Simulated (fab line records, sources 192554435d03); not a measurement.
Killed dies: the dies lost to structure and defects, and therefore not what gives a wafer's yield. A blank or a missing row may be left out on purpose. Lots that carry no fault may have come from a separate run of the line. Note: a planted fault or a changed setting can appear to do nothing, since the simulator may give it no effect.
fab line records -- flow n5-finfet -- part 2 of 2: steps 19 to 32 of 32
record lots=5, wafers=15, last-day=16
route steps=1938 shown SD_EPI_P@298
lots that met no fault: taken from a fault-free run of the same line
start-h: the number of hours between the record's first day and the start of the first shown wafer of the lot -- wait-h: time in hours since the lot's previous step -- " repeats the value in the row above -- L1.1+2: a row that stands for several wafers -- - either no value or no given start -- * or withheld: withheld -- < > ~ a bound
route shown NAME@n: NAME is a module with steps in the file, n the number in the route of the first one -- usual: mean/standard deviation taken from wafers without a fault -- same: alike in all rows -- chamber/n: place in a boat -- sites: each site's reading -- _std_site: standard deviation across them -- _edge_site: inner sites' mean taken away from outer sites' mean -- radius-mm: how far each site lies from the wafer's centre -- mask NAME#n: copy n -- behind: tool/chamber where the wafer was last shaped -- hold: what put the lot on hold/how long, in hours/how the hold closed -- device: the transistor (n, p or np) that didn't switch -- end of line: the same wafers' tests at the end of the route -- a step given without rows: its recipe and nothing more -- killed: at the first sort, the dies lost to defects and structure; wafer yield is something else -- map: the dies of a wafer, with x for killed, . for not killed, _ for no die there
set.NAME: the setting as run; set.NAME@STEP: as run at that earlier step -- model.NAME: the simulator's own value behind a step, which no gauge read
certain route steps with their lots: each step a table, each wafer a row
services: when a tool's chamber went out of use (start-h, in hours from the record's first day, below 0 if earlier), for how many hours, and the reason
## steps
# step N5_SD_EPI_P_STRIP_40
# recipe chemistry=N2/H2, power-w=1000, temp-c=250, h2-frac=0.65, overash-fraction=0.3, pressure-mtorr=withheld, n2-flow-sccm=1750, h2-flow-sccm=3250
# usual drypump-motor-current-A=6.2/0.45, heater-power-w=350/26, oes-product-au=0.762/0.011
# same overash-fraction=0.3
lot.wafer,tool,chamber,start-h,wait-h,drypump-motor-current-A,heater-power-w,oes-product-au,rf-hours-counter-h
L078.2,plasma-asher-01,0,80.27,0.0,6.3,387,0.781,35
L078.4,plasma-asher-01,1,80.27,0.0,6.6,348,0.768,-
L078.5,plasma-asher-01,1,80.27,0.0,6.6,341,0.756,-
L088.3,plasma-asher-02,0,139.67,0.0,6.2,341,0.749,-
L088.5,plasma-asher-02,1,139.67,0.0,5.4,317,0.777,-
L088.6,plasma-asher-02,0,139.67,0.0,6.2,329,0.769,-
L090.2,plasma-asher-02,1,147.84,0.0,5.4,321,0.759,113
L090.3,plasma-asher-02,1,147.84,0.0,5.4,321,0.746,-
L090.5,plasma-asher-02,1,147.84,0.0,5.4,331,0.754,-
L089.2,plasma-asher-01,0,148.33,0.0,6.3,395,0.772,49
L089.3,plasma-asher-01,1,148.33,0.0,6.6,346,0.740,-
L089.5,plasma-asher-01,1,148.33,0.0,6.6,334,0.749,-
L096.1,plasma-asher-02,0,187.35,0.0,6.3,338,0.766,121
L096.5,plasma-asher-02,1,187.35,0.0,5.4,328,0.759,-
L096.6,plasma-asher-02,0,187.35,0.0,6.3,335,0.775,-
# step N5_SD_EPI_P_PRECLEAN_52
# recipe chemistry=O3/DIW, time-s=60, temp-c=22, o3-ppm=10
lot.wafer,tool,chamber,start-h,wait-h
L078.2+4+5,wet-bench-05,"5,7,2",80.36,-
L088.3+5+6,wet-bench-05,"4,2,1",139.74,-
L090.2+3+5,wet-bench-04,"6,3,0",147.92,-
L089.2+3+5,wet-bench-01,"2,6,5",148.42,-
L096.1+5+6,wet-bench-05,"7,4,6",187.44,-
# step N5_SD_EPI_P_SRD_20
# recipe dry=ipa-marangoni, do-ppb=5, time-s=30, temp-c=23, rinse-liquid=diw
lot.wafer,tool,chamber,start-h,wait-h
L078.2+4+5,wet-bench-05,"5,7,2",80.38,0.0
L088.3+5+6,wet-bench-05,"4,2,1",139.76,0.0
L090.2+3+5,wet-bench-04,"6,3,0",147.94,0.0
L089.2+3+5,wet-bench-01,"2,6,5",148.44,0.0
L096.1+5+6,wet-bench-05,"7,4,6",187.46,0.0
# step N5_SD_EPI_P_PRECLEAN_51
# recipe chemistry=NF3:NH3, afs-cycles=1, temp-c=30, time-s=20, sublimation-temp-c=180, sublimation-time-s=60, pressure-torr=3, rf-power-w=30
# usual rf-fwd-power-W=29.78/0.11
lot.wafer,tool,chamber,start-h,wait-h,rf-fwd-power-W
L078.2,epi-rpcvd-01,0,80.46,0.1,29.74
L078.4,epi-rpcvd-01,0,80.46,0.1,29.69
L078.5,epi-rpcvd-01,0,80.46,0.1,29.66
L088.3,epi-rpcvd-01,0,139.86,0.1,29.65
L088.5,epi-rpcvd-01,0,139.86,0.1,29.70
L088.6,epi-rpcvd-01,0,139.86,0.1,29.67
L090.2,epi-rpcvd-02,0,148.02,0.1,29.81
L090.3,epi-rpcvd-02,0,148.02,0.1,29.84
L090.5,epi-rpcvd-02,0,148.02,0.1,30.03
L089.2,epi-rpcvd-04,0,148.53,0.1,29.82
L089.3,epi-rpcvd-04,0,148.53,0.1,29.83
L089.5,epi-rpcvd-04,0,148.53,0.1,29.90
L096.1,epi-rpcvd-01,0,187.51,0.0,29.86
L096.5,epi-rpcvd-01,0,187.51,0.0,29.86
L096.6,epi-rpcvd-01,0,187.51,0.0,29.78
# step N5_SD_EPI_P_VAPOR_ETCH_44
# recipe chemistry=NF3/Ar, target=SiGe30, temp-c=25, time-s=3.3, mode=isotropic
lot.wafer,tool,chamber,start-h,wait-h
L078.2+4+5,epi-rpcvd-01,0,80.64,0.1
L088.3+5+6,epi-rpcvd-01,0,140.04,0.1
L090.2+3+5,epi-rpcvd-02,0,148.20,0.1
L089.2+3+5,epi-rpcvd-04,0,148.77,0.2
L096.1+5+6,epi-rpcvd-01,0,187.69,0.1
# step N5_SD_EPI_P_EPI_21
# recipe material=SiGe:B, dopant=B, temp-c=550, pressure-torr=20, ambient=H2, time-s=355
# same epi-growth-time-s=355
lot.wafer,tool,chamber,start-h,wait-h
L078.2+4+5,epi-rpcvd-01,0,81.15,0.5
L088.3+5+6,epi-rpcvd-01,0,140.88,0.8
L090.2+3+5,epi-rpcvd-02,0,148.71,0.5
L089.2+3+5,epi-rpcvd-04,0,149.45,0.6
L096.1+5+6,epi-rpcvd-01,0,187.87,0.1
# step N5_SD_EPI_P_EPI_MEAS_23
# recipe mode=xrd
# usual thk-nm=61.0/1.1
lot.wafer,tool,chamber,start-h,wait-h,thk-nm
L078.2,film-metro-01,-,82.99,1.5,60.5
L078.4,film-metro-01,-,82.99,1.5,59.5
L078.5,film-metro-01,-,82.99,1.5,62.6
L088.3,film-metro-02,-,142.36,1.1,62.1
L088.5,film-metro-02,-,142.36,1.1,60.8
L088.6,film-metro-02,-,142.36,1.1,61.0
L090.2,film-metro-01,-,150.55,1.5,59.8
L090.3,film-metro-01,-,150.55,1.5,59.6
L090.5,film-metro-01,-,150.55,1.5,59.6
L089.2,film-metro-02,-,151.90,2.0,60.5
L089.3,film-metro-02,-,151.90,2.0,62.0
L089.5,film-metro-02,-,151.90,2.0,62.1
L096.1,film-metro-02,-,190.06,1.8,63.1
L096.5,film-metro-02,-,190.06,1.8,62.3
L096.6,film-metro-02,-,190.06,1.8,61.2
# step N5_SD_EPI_P_HM_STRIP_48
# recipe chemistry=H3PO4, temp-c=160, material=SiNx, target=SiNx, target-depth-a=30, overetch-fraction=0.3
lot.wafer,tool,chamber,start-h,wait-h
L078.2+4+5,wet-bench-04,"2,7,4",83.03,0.0
L088.3+5+6,wet-bench-04,"2,7,6",142.40,0.0
L090.2+3+5,wet-bench-05,"2,4,1",150.58,0.0
L089.2+3+5,wet-bench-01,"4,6,7",151.94,0.0
L096.1+5+6,wet-bench-05,"3,7,2",190.10,0.0
# step N5_SD_EPI_P_SRD_49
# recipe dry=ipa-marangoni, time-s=30, temp-c=23, rinse-liquid=diw
lot.wafer,tool,chamber,start-h,wait-h
L078.2+4+5,wet-bench-04,"2,7,4",83.08,0.0
L088.3+5+6,wet-bench-04,"2,7,6",142.45,0.0
L090.2+3+5,wet-bench-05,"2,4,1",150.63,0.0
L089.2+3+5,wet-bench-01,"4,6,7",151.99,0.0
L096.1+5+6,wet-bench-05,"3,7,2",190.15,0.0
# step N5_SD_EPI_P_PRECLEAN_24
# recipe chemistry=O3/DIW, time-s=45, temp-c=22, o3-ppm=10
lot.wafer,tool,chamber,start-h,wait-h
L078.2+4+5,wet-bench-04,"2,7,4",83.10,0.0
L088.3+5+6,wet-bench-04,"2,7,6",142.47,0.0
L090.2+3+5,wet-bench-05,"2,4,1",150.65,0.0
L089.2+3+5,wet-bench-01,"4,6,7",152.01,0.0
L096.1+5+6,wet-bench-05,"3,7,2",190.17,0.0
# step N5_SD_EPI_P_PRECLEAN_32
# recipe chemistry=dHF, time-s=10, dilution=500:1, temp-c=25
lot.wafer,tool,chamber,start-h,wait-h
L078.2+4+5,wet-bench-04,"2,7,4",83.12,0.0
L088.3+5+6,wet-bench-04,"2,7,6",142.48,0.0
L090.2+3+5,wet-bench-05,"2,4,1",150.67,0.0
L089.2+3+5,wet-bench-01,"4,6,7",152.02,0.0
L096.1+5+6,wet-bench-05,"3,7,2",190.18,0.0
# step N5_SD_EPI_P_PRECLEAN_33
# recipe chemistry=SC2, time-s=45, temp-c=35, mix=1:1:50
lot.wafer,tool,chamber,start-h,wait-h
L078.2+4+5,wet-bench-04,"2,7,4",83.12,0.0
L088.3+5+6,wet-bench-04,"2,7,6",142.48,0.0
L090.2+3+5,wet-bench-05,"2,4,1",150.67,0.0
L089.2+3+5,wet-bench-01,"4,6,7",152.02,0.0
L096.1+5+6,wet-bench-05,"3,7,2",190.19,0.0
# step N5_SD_EPI_P_SRD_25
# recipe time-s=30, temp-c=23, rinse-liquid=diw, dry=ipa-marangoni
lot.wafer,tool,chamber,start-h,wait-h
L078.2+4+5,wet-bench-04,"2,7,4",83.13,0.0
L088.3+5+6,wet-bench-04,"2,7,6",142.49,0.0
L090.2+3+5,wet-bench-05,"2,4,1",150.68,0.0
L089.2+3+5,wet-bench-01,"4,6,7",152.04,0.0
L096.1+5+6,wet-bench-05,"3,7,2",190.20,0.0
# step N5_SD_EPI_P_INSPECT_26
# recipe inspect-instrument=darkfield, mode=post-epi
# usual raw-defect-count=174/37
lot.wafer,tool,chamber,start-h,wait-h,raw-defect-count
L078.2,defect-inspect-01,-,83.17,0.0,259
L078.4,defect-inspect-01,-,83.17,0.0,224
L078.5,defect-inspect-01,-,83.17,0.0,225
L088.3,defect-inspect-02,-,142.54,0.0,174
L088.5,defect-inspect-02,-,142.54,0.0,172
L088.6,defect-inspect-02,-,142.54,0.0,189
L090.2,defect-inspect-01,-,150.72,0.0,187
L090.3,defect-inspect-01,-,150.72,0.0,169
L090.5,defect-inspect-01,-,150.72,0.0,161
L089.2,defect-inspect-02,-,152.08,0.0,167
L089.3,defect-inspect-02,-,152.08,0.0,204
L089.5,defect-inspect-02,-,152.08,0.0,203
L096.1,defect-inspect-02,-,190.24,0.0,208
L096.5,defect-inspect-02,-,190.24,0.0,221
L096.6,defect-inspect-02,-,190.24,0.0,189
## services
tool,chamber,start-h,hours,kind
arfi-scanner-02,-,60.58,1.0,pm
rie-si-06,0,69.31,9.3,repair
rie-diel-05,-,70.80,14.6,pm
arfi-scanner-02,-,75.34,1.0,pm
arfi-scanner-02,-,81.55,0.8,repair
arfi-scanner-01,-,93.42,1.3,pm
arfi-scanner-03,-,93.68,1.3,pm
arfi-scanner-01,-,100.98,1.0,pm
arfi-scanner-01,-,102.40,1.1,repair
wet-bench-01,-,103.35,2.1,repair
arfi-scanner-02,-,105.45,1.3,pm
arfi-scanner-02,-,119.59,0.8,pm
arfi-scanner-01,-,121.42,4.9,pm
arfi-scanner-03,-,132.83,1.0,pm
arfi-scanner-01,-,147.55,1.0,pm
arfi-scanner-03,-,151.99,1.0,pm
rie-diel-05,-,159.79,0.5,repair
epi-rpcvd-04,-,166.54,6.0,pm
arfi-scanner-02,-,170.98,3.9,pm
wet-bench-05,-,173.34,3.2,repair
rie-si-06,1,175.01,2.2,repair
rie-diel-03,0,181.89,7.9,repair
arfi-scanner-02,-,183.77,0.7,repair
rie-si-06,0,186.43,1.6,repair
